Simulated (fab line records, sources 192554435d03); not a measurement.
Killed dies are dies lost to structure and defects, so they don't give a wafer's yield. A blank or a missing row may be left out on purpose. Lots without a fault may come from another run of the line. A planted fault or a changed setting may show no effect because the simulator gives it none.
Split-lot experiment | flow n5_finfet | 7 lots, 39 wafers read, on a route of 1938 steps

THE SPLIT
At N5_BEOL_M5_ILD_DEP_00 (deposits SiCOH lowk from DEMS/porogen, target thk 140.64 nm, time 25.9 s), the setting time_s was moved away from the recipe's 25.9 s on 9 of the 39 wafers read, by -26.7% to +17.3%. The other wafers ran this setting at the recipe's value.

FROM THE SPLIT TO THE READING: what the file shows between them, 1 step
- N5_BEOL_M5_CURE_79: cures SiCOH lowk, time 240 s

THE READING
M5_ILD_THK, in nm, at N5_BEOL_M5_THK_MEAS_01. Fault-free wafers of this fab line usually give 120.9 nm, standard deviation 1.7 nm.

wafer  | tool, chamber at the split | time_s as run, s | against the recipe | M5_ILD_THK, nm | against lot-mates on the recipe
L078.1 | pecvd-03, 0                | 19.99            | -22.8%             | 90.4           | -29.2
L078.2 | pecvd-03, 2                | 19.99            | -22.8%             | 93.3           | -26.3
L078.3 | pecvd-03, 1                | 25.9             | recipe             | 117.9          | -
L078.4 | pecvd-03, 0                | 25.9             | recipe             | 120.6          | -
L078.5 | pecvd-03, 1                | 25.9             | recipe             | 120.3          | -
L078.6 | pecvd-03, 2                | 19.99            | -22.8%             | 94.2           | -25.4
L084.1 | pecvd-04, 2                | 25.9             | recipe             | 120.7          | -
L084.2 | pecvd-04, 1                | 18.98            | -26.7%             | 89.2           | -32.0
L084.3 | pecvd-04, 0                | 25.9             | recipe             | 120.0          | -
L084.4 | pecvd-04, 1                | 18.98            | -26.7%             | 91.3           | -29.9
L084.5 | pecvd-04, 0                | 25.9             | recipe             | 122.9          | -
L084.6 | pecvd-04, 2                | 18.98            | -26.7%             | 91.9           | -29.3
L083.1 | pecvd-04, 1                | 25.9             | recipe             | 121.1          | -
L083.3 | pecvd-04, 0                | 25.9             | recipe             | 120.6          | -
L083.4 | pecvd-04, 1                | 25.9             | recipe             | 122.2          | -
L086.1 | pecvd-02, 2,1              | 25.9             | recipe             | 121.2          | -
L086.2 | pecvd-02, 2,1              | 25.9             | recipe             | 121.1          | -
L086.3 | pecvd-02, 0                | 25.9             | recipe             | 119.3          | -
L086.4 | pecvd-02, 2                | 25.9             | recipe             | 121.1          | -
L086.5 | pecvd-02, 1                | 25.9             | recipe             | 121.5          | -
L086.6 | pecvd-02, 0                | 25.9             | recipe             | 121.9          | -
L091.1 | pecvd-04, 1                | 25.9             | recipe             | 119.3          | -
L091.2 | pecvd-04, 0                | 25.9             | recipe             | 120.3          | -
L091.3 | pecvd-04, 2                | 25.9             | recipe             | 120.6          | -
L091.4 | pecvd-04, 2                | 25.9             | recipe             | 123.8          | -
L091.5 | pecvd-04, 1                | 25.9             | recipe             | 122.4          | -
L091.6 | pecvd-04, 0                | 25.9             | recipe             | 121.6          | -
L094.1 | pecvd-03, 2                | 30.38            | +17.3%             | 141.3          | +19.3
L094.2 | pecvd-03, 1                | 30.38            | +17.3%             | 141.4          | +19.4
L094.3 | pecvd-03, 0                | 25.9             | recipe             | 120.1          | -
L094.4 | pecvd-03, 1                | 30.38            | +17.3%             | 143.0          | +21.0
L094.5 | pecvd-03, 0                | 25.9             | recipe             | 121.6          | -
L094.6 | pecvd-03, 2                | 25.9             | recipe             | 124.4          | -
L097.1 | pecvd-03, 2                | 25.9             | recipe             | 122.1          | -
L097.2 | pecvd-03, 1                | 25.9             | recipe             | 120.3          | -
L097.3 | pecvd-03, 0                | 25.9             | recipe             | 118.8          | -
L097.4 | pecvd-03, 1                | 25.9             | recipe             | 120.9          | -
L097.5 | pecvd-03, 2                | 25.9             | recipe             | 123.6          | -
L097.6 | pecvd-03, 0                | 25.9             | recipe             | 121.8          | -
Where a row lists several chambers, the file gives one row for several wafers and doesn't say which wafer went through which chamber.

THE FIT
A straight line over all 39 wafers: M5_ILD_THK changes by +1.19 nm for each +1% of time_s; r = +0.99; the points scatter about the line by 1.5 nm.
The same after taking each lot's own level away (the mean of its wafers on the recipe; 39 wafers): +1.15 nm for each +1%; r = +0.99; scatter 1.3 nm.
On that fit, the largest move of time_s shifts the reading by 31 nm.
The lots' own levels span 119.60 to 122.03 nm, that is 1.4 times the standard deviation above.
So the lot-to-lot level changes the slope little: the two slopes agree.
Check: with one of the wafers moved furthest among these (-26.7%) left out of the fit, the line predicts -30.6 nm for it against its lot-mates. It came out at -32 nm against them.

OTHER SPLITS ON THESE WAFERS
These wafers also went through other splits before the reading. Each is held against what the fit with the lots' levels taken away leaves over:
other split on the same wafers    | wafers away from the commonest value | r with M5_ILD_THK (lot level and that fit taken away)
N5_BEOL_M1_HM_DEP_02 target_thk_a | 9                                    | -0.09

THE WHOLE CHAIN: every reading that the file lists as answering this split, in the file's order
step                   | what it does                                                             | reading                                                                                  | change (the file's fit)              | r (the file's)
N5_BEOL_M5_ILD_DEP_00  | deposits SiCOH lowk from DEMS/porogen, target thk 140.64 nm, time 25.9 s | SiCOH_lowk_of_BEOL_M5_ILD_DEP_00.thk_nm (the simulator's own value, which no gauge read) | +1.33 nm for each +1% of the setting | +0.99
N5_BEOL_M5_CURE_79     | cures SiCOH lowk, time 240 s                                             | SiCOH_lowk_of_BEOL_M5_ILD_DEP_00.thk_nm (the simulator's own value, which no gauge read) | +1.16 nm for each +1% of the setting | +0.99
N5_BEOL_M5_THK_MEAS_01 |                                                                          | M5_ILD_THK                                                                               | +1.15 for each +1% of the setting    | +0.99

THE FILE'S OWN FIT
M5_ILD_THK changes by +1.15 nm for each +1% of time_s, r = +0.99.
